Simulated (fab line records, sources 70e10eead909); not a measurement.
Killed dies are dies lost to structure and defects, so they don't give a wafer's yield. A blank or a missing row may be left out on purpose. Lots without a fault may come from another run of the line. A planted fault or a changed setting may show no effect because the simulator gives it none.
Which tool did it? | flow nand_harc | 12 lots, 36 wafers sampled, at 4 steps of a route of 1302

WHAT THE GAUGES READ, wafer by wafer
NHARC_P_M0_CD_MEAS_16.
lot  | measured     | on        | cd_nm (nm)
L215 | day 7 08:14  | cd_sem-01 | 88.7 90.5 89.3
L217 | day 8 00:23  | cd_sem-03 | 88.7 91.5 91.6
L220 | day 9 14:14  | cd_sem-01 | 91.1 89.2 90.9
L223 | day 11 00:58 | cd_sem-03 | 89.6 87.8 88.4
L225 | day 12 05:55 | cd_sem-01 | 90.7 88.5 90.7
L229 | day 13 00:35 | cd_sem-02 | 88.6 88.6 90.9
L230 | day 13 13:41 | cd_sem-01 | 88.6 90.5 89.0
L231 | day 14 02:56 | cd_sem-03 | 90.4 90.5 90.2
L232 | day 14 11:18 | cd_sem-01 | 89.1 89.1 90.0
L234 | day 15 08:19 | cd_sem-03 | 88.6 91.2 89.1
L233 | day 15 08:56 | cd_sem-02 | 89.9 90.0 89.4
L235 | day 15 18:46 | cd_sem-03 | 91.3 90.9 90.4

WHICH TOOL RAN EACH LOT (tool, then ch and the chambers of the sampled wafers, then the start)
lot  | NHARC_P_GATE_DEGAS_109       | NHARC_P_CONTACT_ETCH_31            | NHARC_P_M0_ETCH_34
L215 | pvd_sputter-01, day 7 00:53  | rie_diel-13 ch 2,3, day 7 04:22    | rie_diel-03 ch 0,1, day 7 08:00
L217 | pvd_sputter-01, day 7 17:17  | rie_diel-06 ch 0,3, day 7 20:46    | rie_diel-03 ch 2,3, day 8 00:09
L220 | pvd_sputter-03, day 9 06:58  | rie_diel-06 ch 0,1,3, day 9 10:28  | rie_diel-11 ch 2,3, day 9 14:01
L223 | pvd_sputter-03, day 10 17:21 | rie_diel-06 ch 0,3, day 10 21:12   | rie_diel-03 ch 0,1,2, day 11 00:44
L225 | pvd_sputter-01, day 11 22:47 | rie_diel-12 ch 1,3, day 12 02:18   | rie_diel-10 ch 0,1,2, day 12 05:41
L229 | pvd_sputter-03, day 12 17:19 | rie_diel-13 ch 0,1,2, day 12 20:50 | rie_diel-10 ch 0,2,3, day 13 00:23
L230 | pvd_sputter-02, day 13 06:26 | rie_diel-13 ch 0,1,2, day 13 09:57 | rie_diel-10 ch 0,1,3, day 13 13:28
L231 | pvd_sputter-03, day 13 18:26 | rie_diel-12 ch 2,3, day 13 21:58   | rie_diel-03 ch 1,2,3, day 14 01:29
L232 | pvd_sputter-03, day 14 03:40 | rie_diel-13 ch 0,2,3, day 14 07:28 | rie_diel-03 ch 0,1,2, day 14 11:05
L234 | pvd_sputter-01, day 15 01:01 | rie_diel-12 ch 0,3, day 15 04:31   | rie_diel-03 ch 1,2, day 15 08:07
L233 | pvd_sputter-03, day 15 01:12 | rie_diel-06 ch 0,1,2, day 15 05:10 | rie_diel-11 ch 0,1, day 15 08:43
L235 | pvd_sputter-02, day 15 11:27 | rie_diel-06 ch 0,1,3, day 15 14:56 | rie_diel-03 ch 0,2, day 15 18:33
- NHARC_P_GATE_DEGAS_109: time 60 s.
- NHARC_P_CONTACT_ETCH_31: etches the open film in CH3F/O2, target depth 30 nm, time 85.7 s.
- NHARC_P_M0_ETCH_34: etches the open film in N2/H2, target depth 40 nm, overetch 12 nm, time 43.94 s.

WHAT THE TOOLS THEMSELVES READ (means of the sampled wafers that have a number; where no wafer has one, the mark that the record gives instead)
NHARC_P_GATE_DEGAS_109.
lot  | tool           | heater_power_w (W)
L215 | pvd_sputter-01 | 461
L217 | pvd_sputter-01 | 438
L220 | pvd_sputter-03 | 434
L223 | pvd_sputter-03 | 457
L225 | pvd_sputter-01 | 461
L229 | pvd_sputter-03 | 439
L230 | pvd_sputter-02 | 479
L231 | pvd_sputter-03 | 436
L232 | pvd_sputter-03 | 447
L234 | pvd_sputter-01 | 479
L233 | pvd_sputter-03 | 443
L235 | pvd_sputter-02 | 482

NHARC_P_CONTACT_ETCH_31.
lot  | tool        | drypump_motor_current_A (A) | o2_flow_sccm (sccm) | oes_product_au (a.u.) | rf_vpp_V (V) | showerhead_plenum_p_Torr (Torr) | throttle_valve_pct (%)
L215 | rie_diel-13 | 6.0                         | 29.96               | 0.979                 | 243.2        | 2.45                            | 20.658
L217 | rie_diel-06 | 5.4                         | 30.10               | 0.951                 | 246.8        | 2.58                            | 20.676
L220 | rie_diel-06 | 5.6                         | 29.97               | 0.980                 | 245.5        | 2.54                            | 20.654
L223 | rie_diel-06 | 5.4                         | 30.09               | 0.929                 | 246.4        | 2.58                            | 20.670
L225 | rie_diel-12 | 5.7                         | 30.06               | 0.990                 | 242.6        | 2.35                            | 20.675
L229 | rie_diel-13 | 5.2                         | 29.94               | 0.977                 | 244.5        | 2.46                            | 20.652
L230 | rie_diel-13 | 5.2                         | 30.11               | 0.959                 | 244.2        | 2.46                            | 20.664
L231 | rie_diel-12 | 5.7                         | 29.89               | 0.959                 | 244.3        | 2.41                            | 20.661
L232 | rie_diel-13 | 5.6                         | 30.03               | 0.978                 | 243.8        | 2.43                            | 20.669
L234 | rie_diel-12 | 5.9                         | 30.05               | 0.967                 | 244.4        | 2.45                            | 20.663
L233 | rie_diel-06 | 5.5                         | 29.97               | 0.960                 | 245.6        | 2.53                            | 20.665
L235 | rie_diel-06 | 5.6                         | 30.02               | 0.971                 | 244.8        | 2.54                            | 20.666

NHARC_P_M0_ETCH_34.
lot  | tool        | drypump_motor_current_A (A) | n2_flow_sccm (sccm) | oes_product_au (a.u.) | rf_vpp_V (V) | showerhead_plenum_p_Torr (Torr) | throttle_valve_pct (%)
L215 | rie_diel-03 | 5.7                         | 150.2               | 1.000                 | 428          | 1.94                            | 14.174
L217 | rie_diel-03 | 5.8                         | 149.8               | 1.019                 | 432          | 2.12                            | 14.172
L220 | rie_diel-11 | 6.1                         | 150.1               | 1.000                 | 434          | 2.16                            | 14.158
L223 | rie_diel-03 | 5.9                         | 149.7               | 1.020                 | 428          | 1.98                            | 14.179
L225 | rie_diel-10 | 5.5                         | 150.4               | 1.017                 | 431          | 2.05                            | 14.172
L229 | rie_diel-10 | 5.8                         | 149.9               | 1.019                 | 430          | 1.99                            | 14.170
L230 | rie_diel-10 | 5.5                         | 150.2               | 1.012                 | 428          | 2.00                            | 14.176
L231 | rie_diel-03 | 5.7                         | 150.7               | 1.017                 | 432          | 2.07                            | 14.166
L232 | rie_diel-03 | 5.9                         | 150.0               | 1.008                 | 429          | 1.97                            | 14.175
L234 | rie_diel-03 | 6.0                         | 150.1               | 1.005                 | 429          | 2.00                            | 14.172
L233 | rie_diel-11 | 5.6                         | 149.7               | 1.004                 | 434          | 2.16                            | 14.176
L235 | rie_diel-03 | 5.7                         | 149.1               | 1.004                 | 428          | 1.95                            | 14.161

THE ANSWER, worked out from the rows above alone
Rule: what is usual is taken from the lots themselves. Put in order of their means at a reading, lots are off if they are a third of the lots or fewer, leave a main group of 4 or more, and stand apart from it by a gap of 3 or more times the standard deviation of the main group's means; of several such gaps the widest counts. A main group whose means are all the same, to the digits that the tables above print for the reading, isn't used. A lot without any number at a reading at which 4 lots or more have one is off too. The other lots that the step has rows for count as sound. The gauges are gone through in route order, then the tools' own readings, and for those a lot's mean is taken as printed above. The first step at which some lot is off is used, and at that step the reading that is off furthest; a lot without a number counts as furthest.
No lot is off at any reading shown: from this, nothing can be told.

WHAT THE SIMULATOR HAD PUT IN
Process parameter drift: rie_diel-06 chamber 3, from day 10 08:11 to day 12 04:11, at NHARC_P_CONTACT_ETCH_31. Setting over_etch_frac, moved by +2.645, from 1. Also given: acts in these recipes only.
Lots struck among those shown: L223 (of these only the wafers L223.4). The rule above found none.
